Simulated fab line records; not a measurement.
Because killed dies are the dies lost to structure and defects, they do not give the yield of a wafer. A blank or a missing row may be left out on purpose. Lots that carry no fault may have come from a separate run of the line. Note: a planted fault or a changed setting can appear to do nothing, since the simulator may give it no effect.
fab line records | flow nand-harc
record lots=7 | wafers=21 | last-day=29
route steps=1302 shown A_CONTACT@1024
lots that met no fault: from a run of the same line without faults
start-h: hours from the record's opening day to when the first of the lot's shown wafers began | wait-h: hours elapsed since this lot's preceding step | " repeats the value in the row above | L1.1+2: a single row standing in for several wafers | - value missing, or start not given | * or withheld: withheld | < > ~ a bound
route shown NAME@n: NAME is a module with steps in the file, n the number in the route of the first one | usual: the fault-free wafers' mean and standard deviation | same: alike in all rows | chamber/n: place in a boat | sites: per-site readings | _std_site: standard deviation of those values | _edge_site: inner sites' mean taken away from outer sites' mean | radius-mm: how far each site lies from the wafer's centre | mask NAME#n: copy n | behind: the last tool/chamber to shape the wafer | hold: what put the lot on hold/how long, in hours/how the hold closed | device: transistor that didn't switch, given as n, p or np | end of line: the tests these same wafers got at the end of their route | for a step that has no rows: nothing shown but its recipe | killed: dies lost to structure and defects at the first sort, not the wafer's yield | map: dies across one wafer; x = killed, . = not, _ = none there
set.NAME: the setting the step ran with; set.NAME@STEP: the setting that earlier step ran with | model.NAME: the simulator's own value behind a step, which no gauge read
a table for each step, a row for each wafer; lots at some steps of the route
services: the hour from which a tool's chamber was out of use, counted from the record's first day as start-h (under 0 if before that day), plus the number of hours and why
## steps
# step NHARC_A_CONTACT_ETCH_102
# recipe target-depth-a=1000 | overetch-a=100 | time-s=55 | ion-energy-ev=100 | cf4-flow-sccm=80 | o2-flow-sccm=20 | ar-flow-sccm=0 | rf-w=300 | bias-w=100 | chemistry=CF4/O2
# usual bias-w=100.0/0.31 | chamber-pressure-mTorr=30.003/0.027 | drypump-motor-current-A=5.7/0.51 | oes-product-au=1.004/0.011 | rf-vpp-V=196.5/1.2 | showerhead-plenum-p-Torr=1.27/0.046 | throttle-valve-pct=13.398/0.0088
lot.wafer | tool        | chamber | start-h | wait-h | bias-w | chamber-pressure-mTorr | drypump-motor-current-A | oes-product-au | rf-hours-counter-h | rf-vpp-V | showerhead-plenum-p-Torr | throttle-valve-pct
L321.1    | rie-diel-13 | 0       | 538.64  | 0.0    | 99.8   | 29.998                 | 5.0                     | 1.010          | 1                  | 196.8    | 1.24                     | 13.410
L321.3    | "           | 2       | "       | "      | 99.5   | 29.938                 | 6.4                     | 0.996          | 1                  | 196.3    | 1.28                     | 13.401
L321.6    | "           | 1       | "       | "      | 99.9   | 29.967                 | 6.2                     | 0.987          | -                  | 196.4    | 1.24                     | 13.404
L327.4    | rie-diel-13 | 3       | 593.32  | 0.1    | 100.0  | 29.995                 | 5.5                     | 1.000          | 11                 | 196.4    | 1.27                     | 13.401
L327.1    | "           | 2       | "       | "      | 100.0  | 30.003                 | 6.4                     | 0.993          | 13                 | 196.1    | 1.28                     | 13.388
L327.5    | "           | 3       | "       | "      | 99.7   | 29.980                 | 5.5                     | 1.004          | -                  | 196.8    | 1.27                     | 13.398
L328.2    | rie-diel-13 | 0       | 608.25  | 0.1    | 100.2  | 30.020                 | 5.0                     | 1.009          | 18                 | 194.9    | 1.23                     | 13.396
L328.3    | "           | 1       | "       | "      | 100.1  | 30.014                 | 6.2                     | 0.996          | 17                 | 195.5    | 1.23                     | 13.393
L328.5    | "           | 0       | "       | "      | 100.2  | 29.978                 | 5.0                     | 1.010          | -                  | 195.5    | 1.23                     | 13.384
L329.3    | rie-diel-13 | 3       | 613.71  | 0.1    | 100.4  | 29.988                 | 5.5                     | 1.003          | 14                 | 196.4    | 1.27                     | 13.398
L329.5    | "           | 0       | "       | "      | 100.1  | 30.043                 | 5.0                     | 1.011          | -                  | 195.5    | 1.23                     | 13.415
L329.4    | "           | 3       | "       | "      | 100.2  | 30.010                 | 5.5                     | 0.991          | -                  | 196.3    | 1.27                     | 13.401
L332.1    | rie-diel-02 | 2       | 644.41  | 0.1    | 99.7   | 30.030                 | 5.7                     | 1.009          | 24                 | 194.5    | 1.24                     | 13.386
L332.4    | "           | 3       | "       | "      | 99.9   | 29.996                 | 5.2                     | 1.034          | 23                 | 196.4    | 1.24                     | 13.407
L332.5    | "           | 0       | "       | "      | 100.2  | 29.999                 | 6.1                     | 1.006          | -                  | 197.8    | 1.31                     | 13.412
L333.2    | rie-diel-13 | 1       | 651.56  | 0.1    | 100.5  | 30.012                 | 6.2                     | 1.004          | 27                 | 196.2    | 1.23                     | 13.386
L333.4    | "           | 2       | "       | "      | 99.8   | 30.048                 | 6.4                     | 1.006          | 27                 | 195.7    | 1.28                     | 13.403
L333.1    | "           | 3       | "       | "      | 100.1  | 30.042                 | 5.5                     | 1.006          | 23                 | 197.7    | 1.27                     | 13.408
L336.2    | rie-diel-02 | 1       | 675.44  | 0.1    | 100.0  | 30.034                 | 6.0                     | 1.006          | 34                 | 196.1    | 1.33                     | 13.394
L336.3    | "           | 3       | "       | "      | 99.6   | 29.989                 | 5.2                     | 1.023          | 35                 | 195.1    | 1.24                     | 13.399
L336.6    | "           | 2       | "       | "      | 99.8   | 30.037                 | 5.7                     | 0.992          | -                  | 196.3    | 1.24                     | 13.397
# step NHARC_A_CONTACT_STRIP_55
# recipe o2-flow-sccm=500 | ar-flow-sccm=0 | bias-w=0 | chemistry=O2
# usual chamber-pressure-mTorr=60.00/0.053 | drypump-motor-current-A=5.8/0.51 | oes-product-au=1.000/0.013 | rf-vpp-V=57.5/0.88 | showerhead-plenum-p-Torr=3.38/0.12 | throttle-valve-pct=17.037/0.0095
# same bias-w=0
lot.wafer | tool        | chamber | start-h | wait-h | chamber-pressure-mTorr | drypump-motor-current-A | oes-product-au | rf-hours-counter-h | rf-vpp-V | showerhead-plenum-p-Torr | throttle-valve-pct
L321.3    | rie-diel-13 | 1       | -       | -      | 59.92                  | 6.2                     | 0.997          | 2                  | 56.2     | 3.28                     | 17.045
L321.1    | "           | 0       | "       | "      | 60.00                  | 5.0                     | 1.001          | 1                  | 56.8     | 3.28                     | 17.040
L321.6    | "           | 2       | "       | "      | 59.98                  | 6.4                     | 0.991          | -                  | 57.3     | 3.40                     | 17.035
L327.1    | rie-diel-13 | 2       | -       | -      | 60.00                  | 6.4                     | 0.978          | 13                 | 58.1     | 3.39                     | 17.031
L327.4    | "           | 3       | "       | "      | 60.04                  | 5.5                     | 0.994          | 11                 | 57.9     | 3.36                     | 17.026
L327.5    | "           | 2       | "       | "      | 60.06                  | 6.4                     | 0.981          | -                  | 55.7     | 3.39                     | 17.048
L328.3    | rie-diel-13 | 0       | -       | -      | 60.07                  | 5.0                     | 1.004          | 18                 | 58.5     | 3.27                     | 17.026
L328.2    | "           | 1       | "       | "      | 59.94                  | 6.2                     | 1.015          | 17                 | 57.2     | 3.27                     | 17.030
L328.5    | "           | 0       | "       | "      | 59.96                  | 5.0                     | 1.009          | -                  | 58.9     | 3.28                     | 17.054
L329.3    | rie-diel-13 | 3       | -       | -      | 60.09                  | 5.5                     | 1.007          | 14                 | 58.2     | 3.36                     | 17.051
L329.4    | "           | 0       | "       | "      | 60.04                  | 5.0                     | 0.998          | -                  | 57.5     | 3.27                     | 17.029
L329.5    | "           | 2       | "       | "      | 59.97                  | 6.5                     | 0.986          | -                  | 57.3     | 3.39                     | 17.053
L332.4    | rie-diel-02 | 0       | -       | -      | 59.99                  | 6.1                     | 1.005          | 23                 | 56.1     | 3.47                     | 17.049
L332.1    | "           | 1       | "       | "      | 60.05                  | 6.1                     | 1.007          | 24                 | 56.6     | 3.52                     | 17.041
L332.5    | "           | 0       | "       | "      | 60.05                  | 6.1                     | 1.006          | -                  | 57.3     | 3.47                     | 17.029
L333.2    | rie-diel-13 | 3       | -       | -      | 59.94                  | 5.5                     | 0.999          | 23                 | 56.8     | 3.35                     | 17.039
L333.1    | "           | 0       | "       | "      | 59.99                  | 5.0                     | 0.998          | 28                 | 56.5     | 3.27                     | 17.042
L333.4    | "           | 2       | "       | "      | 60.04                  | 6.4                     | 1.003          | 27                 | 56.5     | 3.38                     | 17.054
L336.2    | rie-diel-02 | 3       | -       | -      | 60.02                  | 5.2                     | 1.032          | 35                 | 57.5     | 3.29                     | 17.022
L336.3    | "           | 1       | "       | "      | 60.03                  | 6.0                     | 1.014          | 34                 | 58.2     | 3.51                     | 17.031
L336.6    | "           | 2       | "       | "      | 60.04                  | 5.7                     | 0.996          | -                  | 56.9     | 3.29                     | 17.033
# step NHARC_A_CONTACT_STRIP_56
# recipe time-s=600 | temp-c=30 | chemistry=post-etch-residue-remover
# step NHARC_A_CONTACT_DEP_57
# recipe target-thk-a=53000 | temp-c=400 | material=aC
# usual throttle-valve-pct=35.001/0.0092
lot.wafer | tool       | chamber | start-h | wait-h | throttle-valve-pct
L321.1    | acl-dep-03 | 0       | 539.63  | -      | 35.008
L321.3    | "          | 0       | 540.72  | -      | 35.012
L321.6    | "          | 0       | 542.35  | -      | 35.006
L327.1    | acl-dep-03 | 0       | 593.99  | -      | 35.026
L327.4    | "          | 0       | 595.61  | -      | 35.008
L327.5    | "          | 0       | "       | "      | 34.989
L328.2    | acl-dep-03 | 0       | 609.46  | -      | 35.002
L328.3    | "          | 0       | "       | "      | 35.008
L328.5    | "          | 0       | 611.09  | -      | 34.991
L329.3    | acl-dep-01 | 0       | 618.72  | -      | 34.988
L329.4    | "          | 0       | "       | "      | 35.008
L329.5    | "          | 0       | "       | "      | 35.013
L332.1    | acl-dep-03 | 0       | 645.60  | -      | 34.990
L332.4    | "          | 0       | 647.22  | -      | 35.004
L332.5    | "          | 0       | "       | "      | 35.001
L333.1    | acl-dep-03 | 0       | 652.64  | -      | 34.999
L333.2    | "          | 0       | "       | "      | 35.026
L333.4    | "          | 0       | 654.22  | -      | 34.988
L336.2    | acl-dep-02 | 0       | 678.07  | -      | 35.003
L336.3    | "          | 0       | "       | "      | 35.013
L336.6    | "          | 0       | 680.23  | -      | 35.006
# step NHARC_A_CONTACT_DEP_58
# recipe target-thk-a=900 | target-thk-nm=90 | temp-c=400 | pressure-torr=3.5 | flow-sccm=200 | rf-w=350 | material=SiON
# usual chamber-pressure-Torr=3.501/0.0086 | heater-power-w=738/110
lot.wafer | tool     | chamber | start-h | wait-h | chamber-pressure-Torr | heater-power-w
L321.3    | pecvd-01 | 0       | 542.92  | 1.7    | 3.503                 | 678
L321.1    | "        | 1       | "       | "      | 3.509                 | 751
L321.6    | "        | 0       | "       | "      | 3.507                 | 680
L327.1    | pecvd-01 | 0       | 597.26  | 2.7    | 3.510                 | 648
L327.4    | "        | 1       | "       | "      | 3.513                 | 782
L327.5    | "        | 2       | "       | "      | 3.513                 | 691
L328.3    | pecvd-01 | 1       | 612.20  | 1.7    | 3.505                 | 769
L328.2    | "        | 2       | "       | "      | 3.510                 | 652
L328.5    | "        | 1       | "       | "      | 3.487                 | 769
L329.3    | pecvd-04 | 1       | 620.88  | 1.6    | 3.502                 | 577
L329.5    | "        | 1       | "       | "      | 3.492                 | 584
L329.4    | "        | 0       | "       | "      | 3.490                 | 779
L332.1    | pecvd-01 | 1       | 648.92  | 2.8    | 3.516                 | 869
L332.5    | "        | 0       | "       | "      | 3.505                 | 684
L332.4    | "        | 1       | "       | "      | 3.518                 | 921
L333.1    | pecvd-04 | 0       | 655.86  | 2.7    | 3.508                 | 827
L333.2    | "        | 1       | "       | "      | 3.500                 | 655
L333.4    | "        | 2       | "       | "      | 3.487                 | 694
L336.3    | pecvd-02 | 1       | 680.79  | 1.6    | 3.503                 | 866
L336.2    | "        | 0       | "       | "      | 3.500                 | 858
L336.6    | "        | 1       | "       | "      | 3.505                 | 868
# step NHARC_A_CONTACT_DEHYDRATE_59
# recipe temp-c=150 | time-s=120
# step NHARC_A_CONTACT_HMDS_60
# recipe time-s=30
# step NHARC_A_CONTACT_COAT_61
# recipe temp-c=260 | time-s=75
# step NHARC_A_CONTACT_COAT_62
# recipe temp-c=225 | time-s=65
# step NHARC_A_CONTACT_COAT_63
# recipe spin-rpm=1500 | resist-thk-nm=90
# step NHARC_A_CONTACT_SOFTBAKE_64
# recipe temp-c=105 | time-s=55
# step NHARC_A_CONTACT_EBR_65
# step NHARC_A_CONTACT_EXPOSE_66
# recipe na=1.35 | sigma-outer=0.8 | dose-mj=59.02 | mask-id=A_CC_2
# usual exposure-dose-mJ-cm2=59.09/0.15 | focus-offset-nm=0.0/0.52 | na=1.35/0
lot.wafer | tool            | chamber | start-h | wait-h | mask     | exposure-dose-mJ-cm2 | focus-offset-nm | na
L321.1    | arfi-scanner-01 | 0       | 543.50  | -      | A_CC_2#0 | 58.86                | -1.0            | 1.35
L321.3    | "               | 0       | "       | "      | A_CC_2#0 | 58.94                | -0.3            | 1.35
L321.6    | "               | 0       | "       | "      | A_CC_2#0 | 58.98                | -1.2            | 1.35
L327.1    | arfi-scanner-02 | 0       | 597.72  | -      | A_CC_2#0 | 59.17                | 0.6             | 1.35
L327.4    | "               | 0       | "       | "      | A_CC_2#0 | 59.34                | 0.0             | 1.35
L327.5    | "               | 0       | "       | "      | A_CC_2#0 | 59.31                | -0.5            | 1.35
L328.2    | arfi-scanner-01 | 0       | 612.78  | -      | A_CC_2#0 | 59.10                | -0.6            | 1.35
L328.3    | "               | 0       | "       | "      | A_CC_2#0 | 59.04                | 0.3             | 1.35
L328.5    | "               | 0       | "       | "      | A_CC_2#0 | 59.14                | -0.4            | 1.35
L329.3    | arfi-scanner-03 | 0       | 621.47  | -      | A_CC_2#0 | 58.96                | -0.6            | 1.35
L329.4    | "               | 0       | "       | "      | A_CC_2#0 | 58.95                | -0.4            | 1.35
L329.5    | "               | 0       | "       | "      | A_CC_2#0 | 58.85                | -0.2            | 1.35
L332.1    | arfi-scanner-01 | -       | 649.44  | -      | A_CC_2#0 | -                    | -               | -
L332.4    | "               | -       | "       | "      | A_CC_2#0 | -                    | -               | -
L332.5    | "               | -       | "       | "      | A_CC_2#0 | -                    | -               | -
L333.1    | arfi-scanner-02 | -       | 656.41  | -      | A_CC_2#0 | -                    | -               | -
L333.2    | "               | -       | "       | "      | A_CC_2#0 | -                    | -               | -
L333.4    | "               | -       | "       | "      | A_CC_2#0 | -                    | -               | -
L336.2    | arfi-scanner-02 | -       | 681.25  | -      | A_CC_2#0 | -                    | -               | -
L336.3    | "               | -       | "       | "      | A_CC_2#0 | -                    | -               | -
L336.6    | "               | -       | "       | "      | A_CC_2#0 | -                    | -               | -
# step NHARC_A_CONTACT_PEB_67
# recipe peb-temp-c=100 | peb-time-s=65
## services
tool            | chamber | start-h | hours | kind
rie-diel-13     | -       | 519.03  | 9.0   | pm
arfi-scanner-03 | -       | 524.49  | 0.9   | repair
rie-diel-13     | -       | 540.47  | 0.6   | repair
arfi-scanner-03 | -       | 542.45  | 4.0   | pm
arfi-scanner-02 | -       | 549.00  | 2.5   | repair
acl-dep-01      | -       | 552.21  | 13.0  | pm
arfi-scanner-03 | -       | 553.27  | 0.9   | repair
arfi-scanner-03 | -       | 562.59  | 1.0   | repair
rie-diel-02     | -       | 571.36  | 9.0   | pm
pecvd-04        | -       | 575.74  | 1.2   | repair
arfi-scanner-01 | -       | 583.03  | 0.8   | repair
arfi-scanner-01 | -       | 584.37  | 6.4   | repair
arfi-scanner-03 | -       | 587.58  | 8.0   | repair
pecvd-02        | -       | 589.38  | 13.0  | pm
arfi-scanner-01 | -       | 596.00  | 4.0   | pm
pecvd-04        | -       | 596.02  | 11.9  | repair
acl-dep-02      | -       | 608.45  | 13.0  | pm
rie-diel-13     | 1       | 608.78  | 9.6   | repair
arfi-scanner-01 | -       | 616.33  | 5.1   | repair
pecvd-04        | -       | 631.15  | 13.0  | pm
arfi-scanner-03 | -       | 652.04  | 50.9  | repair
acl-dep-03      | -       | 668.73  | 13.0  | pm
pecvd-01        | -       | 673.00  | 13.0  | pm
arfi-scanner-02 | -       | 676.23  | 4.0   | pm
## key
first-sign step=NHARC_A_CONTACT_EXPOSE_66 | reading=tool-record | direction=missing
effect none on later readings
met-at NHARC_A_CONTACT_EXPOSE_66
struck-wafers L332.1,L332.4,L332.5,L333.1,L333.2,L333.4,L336.2,L336.3,L336.6
later-rows-left-out L332.1,L332.4,L332.5,L333.1,L333.2,L333.4,L336.2,L336.3,L336.6
sort-left-out L332.1,L332.4,L332.5,L333.1,L333.2,L333.4,L336.2,L336.3,L336.6
tester-left-out L332,L333,L336
onset-between 612.78 649.44
fault kind=skipped-step-whole | tool=arfi-scanner-01,arfi-scanner-02 | chamber=- | onset-h=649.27 | steps=NHARC_A_CONTACT_EXPOSE_66 | scope=struck-lots-only
# tester-left-out: of these lots the tester's yield and bins aren't shown, on N5 and GAA mostly nor the transistor test; their killed dies are dies lost to structure and defects alone, not to doping, threshold or leakage, so they don't give the yield
# sort-left-out: the simulated sort isn't trusted on such a fault, so these wafers' sort isn't shown, and their yield isn't known
# later-rows-left-out: the simulator's readings of these wafers behind a module that went badly wrong aren't trusted and aren't shown, but for the sort
